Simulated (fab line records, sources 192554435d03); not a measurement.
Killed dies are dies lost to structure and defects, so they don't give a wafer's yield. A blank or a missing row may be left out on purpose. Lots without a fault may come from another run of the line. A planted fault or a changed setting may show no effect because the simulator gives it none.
Chamber matching | flow n5_finfet | N5_BEOL_M10_CURE_71 on uv_cure-01: 3 sister chambers
The step cures SiCOH lowk, time 240 s. 18 wafers are shown with their chamber, then 9 later ones without.

WAFERS WITH THEIR CHAMBER
wafer  | chamber | wafer_temp_C_max | lamp_power_pct (%)
L076.1 | 0       | 386.6            | 52.31
L076.4 | 0       | 386.7            | 52.36
L076.6 | 0       | 386.4            | 52.38
L080.2 | 1       | 388.2            | 52.43
L080.4 | 1       | 388.1            | 52.18
L080.5 | 1       | 387.2            | 52.30
L081.1 | 0       | 385.8            | 52.32
L081.4 | 0       | 386.3            | 52.31
L081.5 | 0       | 386.4            | 52.36
L086.3 | 0       | 386.4            | 52.32
L086.4 | 0       | 386.5            | 52.39
L086.6 | 0       | 387.0            | 52.32
L088.1 | 1       | 387.2            | 52.38
L088.4 | 1       | 388.2            | 52.24
L088.5 | 1       | 387.8            | 52.33
L092.2 | 2       | 386.5            | 52.34
L092.4 | 2       | 386.9            | 52.30
L092.5 | 2       | 386.6            | 52.33

SIGNATURES (means of the wafers above)
reading          | chamber 0 | chamber 1 | chamber 2 | scatter within a chamber
wafer_temp_C_max | 386.456   | 387.783   | 386.667   | 0.37
lamp_power_pct   | 52.3411   | 52.3100   | 52.3233   | 0.0579
Rule: a wafer's distance from a chamber is the root of the sum, over the readings, of the square of ((its reading less the chamber's mean) divided by the reading's scatter). The wafer belongs to the nearest chamber; if the next one is less than 2 further off, it can't be placed. The scatter: the root of (the sum of the squares of (reading less its chamber's mean) over the shown wafers, divided by (wafers less chambers)).

WAFERS WITHOUT THEIR CHAMBER
wafer  | wafer_temp_C_max | lamp_power_pct (%)
L093.2 | 386.1            | 52.30
L093.3 | 386.1            | 52.32
L093.5 | 386.6            | 52.39
L096.2 | 385.9            | 52.43
L096.3 | 386.5            | 52.34
L096.5 | 386.4            | 52.20
L094.1 | 386.3            | 52.29
L094.4 | 386.3            | 52.35
L094.5 | 386.5            | 52.32

WHICH CHAMBER EACH WENT THROUGH
wafer  | from the rows above          | in truth
L093.2 | can't be placed: 0 or 2      | 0
L093.3 | can't be placed: 0 or 2      | 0
L093.5 | can't be placed: 0 or 2      | 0
L096.2 | can't be placed: 0 or 2      | 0
L096.3 | can't be placed: 0 or 2      | 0
L096.5 | can't be placed: 2 or 0 or 1 | 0
L094.1 | can't be placed: 0 or 2      | 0
L094.4 | can't be placed: 0 or 2      | 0
L094.5 | can't be placed: 0 or 2      | 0
Placed correctly: 0 of 9. Can't be placed from these rows: 9 (the true chamber is among the candidates in 9). Placed wrongly: 0.
